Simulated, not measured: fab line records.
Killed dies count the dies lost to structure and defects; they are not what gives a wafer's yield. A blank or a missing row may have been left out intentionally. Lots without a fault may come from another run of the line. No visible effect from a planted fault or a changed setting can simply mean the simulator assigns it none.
Chamber matching	flow n5-finfet	N5_BEOL_M7_ALD_77 on ald-metal-03 has 4 sister chambers
The step deposits TaN, target thk 2 nm, pulse time 2 s, purge time 3 s. 20 wafers are shown with their chamber, then 10 later ones without.

## WAFERS PAIRED WITH THEIR CHAMBERS
wafer	chamber	heater-power-w (W)	precursor-vessel-temp-c (C)
L075.1	2	442	75.00
L075.5	0	428	75.15
L075.6	1	433	74.96
L074.2	2	460	74.85
L074.3	1	442	75.15
L074.5	1	436	75.12
L076.2	2	457	75.20
L076.3	0	425	74.89
L076.5	3	444	75.17
L078.1	2	458	74.86
L078.2	3	424	75.01
L078.6	0	424	74.83
L081.2	3	447	74.92
L081.5	3	440	74.95
L081.6	2	465	75.09
L080.3	3	436	75.26
L080.4	0	440	75.00
L080.6	3	454	75.08
L084.1	0	439	74.92
L084.3	1	449	74.93

SIGNATURES, as means of the wafers listed above
reading	chamber 0	chamber 1	chamber 2	chamber 3	scatter within a chamber
heater-power-w	431.20	440.00	456.40	440.83	8.71
precursor-vessel-temp-c	74.9580	75.0400	75.0000	75.0650	0.131
Rule: a wafer lies at a distance from a chamber equal to the root of the sum of squares, over the readings, of (its reading less the chamber's mean, divided by the reading's scatter). The wafer belongs to the nearest chamber; if the next one is less than 2 further off, it can't be placed. The scatter is the square root of a quotient: the sum, over the shown wafers, of each reading's squared deviation from its chamber's mean, divided by wafers minus chambers.

## WAFERS WITHOUT THEIR CHAMBER
wafer	heater-power-w (W)	precursor-vessel-temp-c (C)
L084.4	441	75.08
L087.2	459	75.05
L087.5	438	74.92
L087.6	460	75.15
L092.3	426	75.13
L092.4	399	75.01
L092.5	394	75.21
L093.1	389	75.07
L093.2	437	74.91
L093.5	400	74.79

## CHAMBER TAKEN BY EACH
wafer	from the rows above	in truth
L084.4	can't be placed: 3 or 1 or 0 or 2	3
L087.2	can't be placed: 2 or 3 or 1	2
L087.5	can't be placed: 0 or 1 or 3 or 2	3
L087.6	can't be placed: 2 or 3 or 1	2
L092.3	can't be placed: 0 or 1 or 3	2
L092.4	can't be placed: 0 or 1 or 3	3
L092.5	can't be placed: 0 or 1 or 3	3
L093.1	can't be placed: 0 or 1 or 3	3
L093.2	can't be placed: 0 or 1 or 3 or 2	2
L093.5	can't be placed: 0 or 1 or 3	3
Correctly placed: 0 of 10. Unplaceable from these rows: 10, with the true chamber sitting among the candidates in 9. 0 placed wrongly.
